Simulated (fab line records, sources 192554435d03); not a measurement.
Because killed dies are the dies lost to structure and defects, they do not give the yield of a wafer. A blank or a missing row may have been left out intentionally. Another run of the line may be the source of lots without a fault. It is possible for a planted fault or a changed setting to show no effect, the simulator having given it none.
The tool behind it: which one? :: flow n5_finfet :: 32 wafers from 11 lots sampled at 5 of the route's 1938 steps

== WHAT THE GAUGES SHOWED, per wafer ==
N5_BEOL_M1_OCD_MEAS_38. Usual: trench_depth_nm reads 55.0 nm (standard deviation 0.8).
lot: L613
measured: day 6 04:38
on: ocd-02
trench_depth_nm (nm): 55.1 54.6 55.9
flag: 

lot: L614
measured: day 6 11:26
on: ocd-02
trench_depth_nm (nm): 53.6 54.9 53.9
flag: 

lot: L615
measured: day 6 18:56
on: ocd-02
trench_depth_nm (nm): 55.5 54.2 56.1
flag: 

lot: L617
measured: day 7 07:15
on: ocd-01
trench_depth_nm (nm): 56.7 55.4 56.3
flag: 

lot: L620
measured: day 8 02:48
on: ocd-01
trench_depth_nm (nm): 55.4 54.2 55.0
flag: 

lot: L623
measured: day 8 23:54
on: ocd-01
trench_depth_nm (nm): 55.8 56.1 54.6
flag: 

lot: L624
measured: day 9 04:19
on: ocd-01
trench_depth_nm (nm): 55.2 55.5 55.8
flag: 

lot: L625
measured: day 9 04:28
on: ocd-02
trench_depth_nm (nm): 54.6 55.6
flag: 

lot: L631
measured: day 11 05:31
on: ocd-02
trench_depth_nm (nm): 55.3 55.8 54.8
flag: 

lot: L633
measured: day 11 08:34
on: ocd-02
trench_depth_nm (nm): 54.9 55.5 55.7
flag: 

lot: L634
measured: day 11 14:12
on: ocd-01
trench_depth_nm (nm): 54.1 55.2 54.8
flag: 

N5_BEOL_M4_RC_MEAS_101. Usual: DIBL_N 35.9 mV/V, standard deviation 1.3; DIBL_P 35.9 mV/V, standard deviation 1.6; IOFF_N 0.156 nA/um, standard deviation 0.022; IOFF_P 0.205 nA/um, standard deviation 0.023; ION_N 675 uA/um, standard deviation 9; ION_P 463 uA/um, standard deviation 5.6; SS_N 71.4 mV/dec, standard deviation 0.57; SS_P 73.1 mV/dec, standard deviation 0.52; VT_N 249.7 mV, standard deviation 2.8; VT_P -250.2 mV, standard deviation 2.5.
lot: L613
measured: day 7 11:56
on: prober-01
DIBL_N (mV/V): 36.1 36.0 36.9
DIBL_P (mV/V): 36.4 36.6 37.0
IOFF_N (nA/um): 0.151 0.157 0.162
IOFF_P (nA/um): 0.213 0.220 0.223
ION_N (uA/um): 667 686 670
ION_P (uA/um): 467 468 463
SS_N (mV/dec): 70.4 71.2 71.6
SS_P (mV/dec): 73.2 73.6 73.7
VT_N (mV): 251.6 250.6 251.5
VT_P (mV): -249.9 -249.2 -249.0
flag: 

lot: L614
measured: day 8 04:08
on: prober-02
DIBL_N (mV/V): 35.6 35.5 35.9
DIBL_P (mV/V): 34.2 34.0 33.5
IOFF_N (nA/um): 0.159 0.150 0.156
IOFF_P (nA/um): 0.222 0.217 0.207
ION_N (uA/um): 675 666 667
ION_P (uA/um): 464 461 457
SS_N (mV/dec): 71.5 72.1 71.5
SS_P (mV/dec): 73.0 72.8 72.6
VT_N (mV): 246.2 250.6 248.4
VT_P (mV): -248.6 -248.1 -250.1
flag: 

lot: L615
measured: day 8 12:51
on: prober-02
DIBL_N (mV/V): 37.0 37.4 35.8
DIBL_P (mV/V): 36.3 37.6 35.2
IOFF_N (nA/um): 0.171 0.182 0.143
IOFF_P (nA/um): 0.212 0.231 0.192
ION_N (uA/um): 677 680 673
ION_P (uA/um): 457 462 457
SS_N (mV/dec): 72.1 71.4 71.3
SS_P (mV/dec): 73.2 73.9 73.3
VT_N (mV): 249.5 246.6 249.4
VT_P (mV): -248.3 -246.2 -250.7
flag: 

lot: L617
measured: day 9 05:26
on: prober-01
DIBL_N (mV/V): 35.5 36.9 37.6
DIBL_P (mV/V): 36.9 38.7 39.1
IOFF_N (nA/um): 0.157 0.190 0.204
IOFF_P (nA/um): 0.188 0.218 0.226
ION_N (uA/um): 677 691 688
ION_P (uA/um): 460 466 459
SS_N (mV/dec): 70.8 71.9 72.4
SS_P (mV/dec): 73.3 73.0 73.5
VT_N (mV): 249.9 248.4 246.2
VT_P (mV): -252.9 -249.9 -252.3
flag: 

lot: L620
measured: day 9 13:36
on: prober-02
DIBL_N (mV/V): 34.7 37.3 35.3
DIBL_P (mV/V): 35.5 38.2 35.8
IOFF_N (nA/um): 0.136 0.170 0.142
IOFF_P (nA/um): 0.218 0.266 0.223
ION_N (uA/um): 673 675 679
ION_P (uA/um): 467 472 474
SS_N (mV/dec): 71.1 72.1 71.8
SS_P (mV/dec): 72.3 73.3 72.5
VT_N (mV): 249.2 248.7 250.7
VT_P (mV): -247.6 -243.5 -248.0
flag: 

lot: L623
measured: day 10 13:04
on: prober-02
DIBL_N (mV/V): 37.8 37.2 37.6
DIBL_P (mV/V): 38.1 36.9 38.3
IOFF_N (nA/um): 0.183 0.177 0.184
IOFF_P (nA/um): 0.241 0.222 0.236
ION_N (uA/um): 682 690 684
ION_P (uA/um): 470 469 469
SS_N (mV/dec): 71.0 71.2 71.0
SS_P (mV/dec): 72.9 73.4 73.7
VT_N (mV): 244.8 247.2 247.3
VT_P (mV): -247.0 -250.9 -250.2
flag: 

lot: L624
measured: day 10 13:40
on: prober-01
DIBL_N (mV/V): 35.9 35.2 35.7
DIBL_P (mV/V): 36.0 35.3 35.8
IOFF_N (nA/um): 0.162 0.151 0.155
IOFF_P (nA/um): 0.199 0.188 0.194
ION_N (uA/um): 670 678 670
ION_P (uA/um): 461 465 462
SS_N (mV/dec): 71.2 71.4 71.5
SS_P (mV/dec): 72.5 72.7 73.0
VT_N (mV): 247.1 245.8 246.7
VT_P (mV): -250.7 -251.3 -252.4
flag: 

lot: L625
measured: day 10 16:58
on: prober-02
DIBL_N (mV/V): 36.5 33.9
DIBL_P (mV/V): 36.7 34.2
IOFF_N (nA/um): 0.175 0.130
IOFF_P (nA/um): 0.234 0.192
ION_N (uA/um): 696 676
ION_P (uA/um): 470 469
SS_N (mV/dec): 71.0 71.2
SS_P (mV/dec): 74.0 73.2
VT_N (mV): 247.7 251.0
VT_P (mV): -250.7 -249.3
flag: 

lot: L631
measured: day 12 19:05
on: prober-01
DIBL_N (mV/V): 36.3 36.8 37.0
DIBL_P (mV/V): 38.4 38.6 39.0
IOFF_N (nA/um): 0.182 0.172 0.192
IOFF_P (nA/um): 0.202 0.191 0.207
ION_N (uA/um): 691 672 689
ION_P (uA/um): 465 450 460
SS_N (mV/dec): 71.5 70.8 71.8
SS_P (mV/dec): 73.7 73.3 73.4
VT_N (mV): 248.3 250.8 245.5
VT_P (mV): -251.0 -254.4 -251.1
flag: 

lot: L633
measured: day 13 14:47
on: prober-01
DIBL_N (mV/V): 34.5 35.3 32.4
DIBL_P (mV/V): 35.4 36.1 33.1
IOFF_N (nA/um): 0.140 0.154 0.116
IOFF_P (nA/um): 0.186 0.202 0.156
ION_N (uA/um): 673 676 664
ION_P (uA/um): 460 459 457
SS_N (mV/dec): 71.1 72.1 70.8
SS_P (mV/dec): 72.7 72.4 72.0
VT_N (mV): 249.2 250.1 254.7
VT_P (mV): -253.0 -250.4 -251.6
flag: 

lot: L634
measured: day 13 05:27
on: prober-02
DIBL_N (mV/V): 38.2 37.4 39.1
DIBL_P (mV/V): 37.6 36.7 39.4
IOFF_N (nA/um): 0.172 0.151 0.197
IOFF_P (nA/um): 0.217 0.204 0.249
ION_N (uA/um): 680 663 679
ION_P (uA/um): 462 457 463
SS_N (mV/dec): 71.6 71.9 72.1
SS_P (mV/dec): 74.0 73.9 74.4
VT_N (mV): 247.7 251.6 246.0
VT_P (mV): -248.9 -250.7 -247.2
flag: 

== WHAT TOOL EACH LOT RAN ON (gives the tool, then ch and the chambers of the sampled wafers, and finally the start) ==
lot: L613
N5_BEOL_M1_CVD_47: cvd_co-01 ch 0,2, day 6 05:25
N5_BEOL_M1_ANNEAL_49: pvd_sputter-01, day 6 05:41
N5_BEOL_M1_SPUTTER_79: pvd_sputter-01, day 6 05:49

lot: L614
N5_BEOL_M1_CVD_47: cvd_co-02 ch 0,1, day 6 12:03
N5_BEOL_M1_ANNEAL_49: pvd_sputter-02, day 6 12:18
N5_BEOL_M1_SPUTTER_79: pvd_sputter-02, day 6 12:26

lot: L615
N5_BEOL_M1_CVD_47: cvd_co-01 ch 0,2, day 6 21:31
N5_BEOL_M1_ANNEAL_49: pvd_sputter-03, day 6 21:47
N5_BEOL_M1_SPUTTER_79: pvd_sputter-03, day 6 21:55

lot: L617
N5_BEOL_M1_CVD_47: cvd_co-01 ch 0,1,2, day 7 08:10
N5_BEOL_M1_ANNEAL_49: pvd_sputter-03, day 7 08:52
N5_BEOL_M1_SPUTTER_79: pvd_sputter-03, day 7 09:00

lot: L620
N5_BEOL_M1_CVD_47: cvd_co-02 ch 1,2, day 8 03:47
N5_BEOL_M1_ANNEAL_49: pvd_sputter-01, day 8 04:02
N5_BEOL_M1_SPUTTER_79: pvd_sputter-01, day 8 04:11

lot: L623
N5_BEOL_M1_CVD_47: cvd_co-02 ch 0,1,2, day 9 01:11
N5_BEOL_M1_ANNEAL_49: pvd_sputter-01, day 9 02:18
N5_BEOL_M1_SPUTTER_79: pvd_sputter-01, day 9 02:26

lot: L624
N5_BEOL_M1_CVD_47: cvd_co-02 ch 0,1, day 9 05:02
N5_BEOL_M1_ANNEAL_49: pvd_sputter-03, day 9 05:19
N5_BEOL_M1_SPUTTER_79: pvd_sputter-03, day 9 05:27

lot: L625
N5_BEOL_M1_CVD_47: cvd_co-02 ch 1,2, day 9 05:10
N5_BEOL_M1_ANNEAL_49: pvd_sputter-02, day 9 06:50
N5_BEOL_M1_SPUTTER_79: pvd_sputter-02, day 9 06:58

lot: L631
N5_BEOL_M1_CVD_47: cvd_co-01 ch 0,1,2, day 11 06:31
N5_BEOL_M1_ANNEAL_49: pvd_sputter-03, day 11 06:45
N5_BEOL_M1_SPUTTER_79: pvd_sputter-03, day 11 06:53

lot: L633
N5_BEOL_M1_CVD_47: cvd_co-01 ch 0,1,2, day 11 09:55
N5_BEOL_M1_ANNEAL_49: pvd_sputter-02, day 11 11:21
N5_BEOL_M1_SPUTTER_79: pvd_sputter-02, day 11 11:29

lot: L634
N5_BEOL_M1_CVD_47: cvd_co-01 ch 0,1,2, day 11 14:50
N5_BEOL_M1_ANNEAL_49: pvd_sputter-02, day 11 15:05
N5_BEOL_M1_SPUTTER_79: pvd_sputter-02, day 11 15:13
- N5_BEOL_M1_CVD_47: deposits Co from CCTBA/H2, target thk 3 nm, time 223.8 s.
- N5_BEOL_M1_ANNEAL_49: time 240 s.
- N5_BEOL_M1_SPUTTER_79: material Cu, target thk 4.5 nm, time 8.29 s.

== AS READ BY THE TOOLS THEMSELVES (means over the sampled wafers that have a number; for cases with no such wafer, the mark the record gives instead) ==
N5_BEOL_M1_CVD_47. Usual: run_length_s reads 247.1 s (standard deviation 0.45).
lot: L613
tool: cvd_co-01
run_length_s (s): 247.3
flag: 

lot: L614
tool: cvd_co-02
run_length_s (s): 246.6
flag: 

lot: L615
tool: cvd_co-01
run_length_s (s): 247.2
flag: 

lot: L617
tool: cvd_co-01
run_length_s (s): 247.2
flag: 

lot: L620
tool: cvd_co-02
run_length_s (s): 246.6
flag: 

lot: L623
tool: cvd_co-02
run_length_s (s): 268.4
flag: OFF

lot: L624
tool: cvd_co-02
run_length_s (s): 268.2
flag: OFF

lot: L625
tool: cvd_co-02
run_length_s (s): 279.5
flag: OFF

lot: L631
tool: cvd_co-01
run_length_s (s): 247.1
flag: 

lot: L633
tool: cvd_co-01
run_length_s (s): 247.2
flag: 

lot: L634
tool: cvd_co-01
run_length_s (s): 247.2
flag: 

N5_BEOL_M1_ANNEAL_49. Usual: heater_power_w reads 866 W (standard deviation 63).
lot: L613
tool: pvd_sputter-01
heater_power_w (W): 867
flag: 

lot: L614
tool: pvd_sputter-02
heater_power_w (W): 902
flag: 

lot: L615
tool: pvd_sputter-03
heater_power_w (W): 849
flag: 

lot: L617
tool: pvd_sputter-03
heater_power_w (W): 860
flag: 

lot: L620
tool: pvd_sputter-01
heater_power_w (W): 849
flag: 

lot: L623
tool: pvd_sputter-01
heater_power_w (W): 881
flag: 

lot: L624
tool: pvd_sputter-03
heater_power_w (W): 875
flag: 

lot: L625
tool: pvd_sputter-02
heater_power_w (W): 981
flag: 

lot: L631
tool: pvd_sputter-03
heater_power_w (W): 826
flag: 

lot: L633
tool: pvd_sputter-02
heater_power_w (W): 923
flag: 

lot: L634
tool: pvd_sputter-02
heater_power_w (W): 862
flag: 

N5_BEOL_M1_SPUTTER_79. Usual: throttle_valve_pct reads 30.1 % (standard deviation 0.92).
lot: L613
tool: pvd_sputter-01
throttle_valve_pct (%): 30.3
flag: 

lot: L614
tool: pvd_sputter-02
throttle_valve_pct (%): 29.1
flag: 

lot: L615
tool: pvd_sputter-03
throttle_valve_pct (%): 30.4
flag: 

lot: L617
tool: pvd_sputter-03
throttle_valve_pct (%): 30.6
flag: 

lot: L620
tool: pvd_sputter-01
throttle_valve_pct (%): 30.2
flag: 

lot: L623
tool: pvd_sputter-01
throttle_valve_pct (%): 30.6
flag: 

lot: L624
tool: pvd_sputter-03
throttle_valve_pct (%): 30.4
flag: 

lot: L625
tool: pvd_sputter-02
throttle_valve_pct (%): 29.4
flag: 

lot: L631
tool: pvd_sputter-03
throttle_valve_pct (%): 29.7
flag: 

lot: L633
tool: pvd_sputter-02
throttle_valve_pct (%): 29.4
flag: 

lot: L634
tool: pvd_sputter-02
throttle_valve_pct (%): 29.0
flag: 

== THE ANSWER, worked out from the rows above alone ==
Rule: a lot is off if the mean of its wafers that have a number lies more than 3 standard deviations from the usual mean. Also off: a lot with no number at a reading for which 4 or more lots have one. All remaining lots with rows at the step are treated as sound. First the gauges in route order, then the tools' own readings, where a lot's mean is used as printed above. At the first step where some lot is off, the reading lying furthest off is the one used; lots without a number count as furthest.
Off: L623, L624, L625 (N5_BEOL_M1_CVD_47, run_length_s).
If a tool, at that step or one of the process steps before it, ran each lot that is off and ran no sound lot following the first of them, it fits. One fits: cvd_co-02 at N5_BEOL_M1_CVD_47. A fault onset in the window from L620 (day 8 03:47, its last sound lot) to L623 (day 9 01:11, its first lot off) fits.
On the lots that are off, the tool's own readings at N5_BEOL_M1_CVD_47 differ by more than 5 times the standard deviation of the sound lots' means, which bears it out; run_length_s reads 272.0 s there versus 247.0 s on the sound lots.

== WHAT THE SIMULATOR HAD PUT IN ==
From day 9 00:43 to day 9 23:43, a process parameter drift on cvd_co-02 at N5_BEOL_M1_CVD_47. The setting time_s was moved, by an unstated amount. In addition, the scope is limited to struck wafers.
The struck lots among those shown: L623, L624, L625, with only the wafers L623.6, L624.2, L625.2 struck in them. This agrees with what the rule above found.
